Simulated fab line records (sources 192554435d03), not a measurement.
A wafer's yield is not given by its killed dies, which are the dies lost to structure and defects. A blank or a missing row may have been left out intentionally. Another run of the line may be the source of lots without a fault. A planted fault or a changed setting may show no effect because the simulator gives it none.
Matching of chambers + flow n5 finfet + N5_BEOL_M6_CMP_52 on cmp-01 has 4 sister chambers
The step polishes, stops on SiCOH lowk, t overpolish 6.9 s, target thk 80 nm. 18 wafers are shown with their chamber, then 9 later ones without.

## EACH WAFER AND ITS CHAMBER
| wafer  | chamber | motor current A (A) | time to endpoint s (s) | barrier field endpoint s (s) |
|--------|---------|---------------------|------------------------|------------------------------|
| L074.3 | 2       | 6.6                 | 60.7                   | 28.7                         |
| L074.4 | 1       | 6.1                 | 60.6                   | 29.7                         |
| L074.5 | 0       | 5.4                 | 59.7                   | 29.1                         |
| L075.2 | 1       | 6.1                 | 59.7                   | 27.5                         |
| L075.4 | 3       | 6.3                 | 66.5                   | 28.9                         |
| L075.6 | 2       | 6.6                 | 62.1                   | 28.2                         |
| L077.1 | 2       | 6.3                 | 64.2                   | 28.4                         |
| L077.2 | 0       | 5.3                 | 57.8                   | 27.6                         |
| L077.5 | 1       | 6.1                 | 58.4                   | 28.3                         |
| L078.1 | 1       | 6.2                 | 61.7                   | 28.9                         |
| L078.3 | 2       | 6.7                 | 62.1                   | 29.6                         |
| L078.4 | 3       | 6.0                 | 65.4                   | 30.7                         |
| L082.3 | 3       | 6.1                 | 68.0                   | 29.4                         |
| L082.5 | 1       | 6.0                 | 62.1                   | 29.0                         |
| L082.6 | 0       | 5.6                 | 68.5                   | 29.4                         |
| L088.3 | 2       | 6.6                 | 62.9                   | 29.1                         |
| L088.5 | 0       | 5.4                 | 63.3                   | 29.3                         |
| L088.6 | 3       | 6.0                 | 67.6                   | 30.4                         |

SIGNATURES (averages over the wafers above)
| reading                  | chamber 0 | chamber 1 | chamber 2 | chamber 3 | scatter within a chamber |
|--------------------------|-----------|-----------|-----------|-----------|--------------------------|
| motor current A          | 5.425     | 6.100     | 6.560     | 6.100     | 0.125                    |
| time to endpoint s       | 62.325    | 60.500    | 62.400    | 66.875    | 2.48                     |
| barrier field endpoint s | 28.850    | 28.680    | 28.800    | 29.850    | 0.768                    |
Rule: a wafer's distance from a chamber is the root of the sum, over the readings, of the square of ((its reading less the chamber's mean) divided by the reading's scatter). If the next closest chamber is less than 2 further off than the closest, the wafer can't be placed; otherwise it belongs to the closest. The scatter is the square root of a quotient: the sum, over the shown wafers, of each reading's squared deviation from its chamber's mean, divided by wafers minus chambers.

## WAFERS WITH NO CHAMBER GIVEN
| wafer  | motor current A (A) | time to endpoint s (s) | barrier field endpoint s (s) |
|--------|---------------------|------------------------|------------------------------|
| L093.3 | 5.9                 | 64.5                   | 28.3                         |
| L093.5 | 6.0                 | 62.9                   | 28.9                         |
| L093.6 | 5.6                 | 60.7                   | 28.3                         |
| L096.1 | 6.5                 | 61.6                   | 29.2                         |
| L096.3 | 6.0                 | 64.9                   | 29.5                         |
| L096.6 | 6.1                 | 65.8                   | 30.1                         |
| L094.1 | 5.3                 | 62.4                   | 29.8                         |
| L094.2 | 6.3                 | 60.3                   | 29.1                         |
| L094.6 | 5.8                 | 63.2                   | 30.1                         |

## CHAMBER TAKEN BY EACH
| wafer  | from the rows above          | in truth |
|--------|------------------------------|----------|
| L093.3 | can't be placed: 1 or 3 or 0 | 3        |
| L093.5 | can't be placed: 1 or 3      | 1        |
| L093.6 | 0                            | 0        |
| L096.1 | 2                            | 2        |
| L096.3 | can't be placed: 3 or 1      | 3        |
| L096.6 | 3                            | 3        |
| L094.1 | 0                            | 0        |
| L094.2 | can't be placed: 1 or 2 or 3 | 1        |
| L094.6 | can't be placed: 3 or 1 or 0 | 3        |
Correctly placed: 4 of 9. From these rows, 5 cannot be placed; in 5 the true chamber is one of the candidates. Wrongly placed: 0.
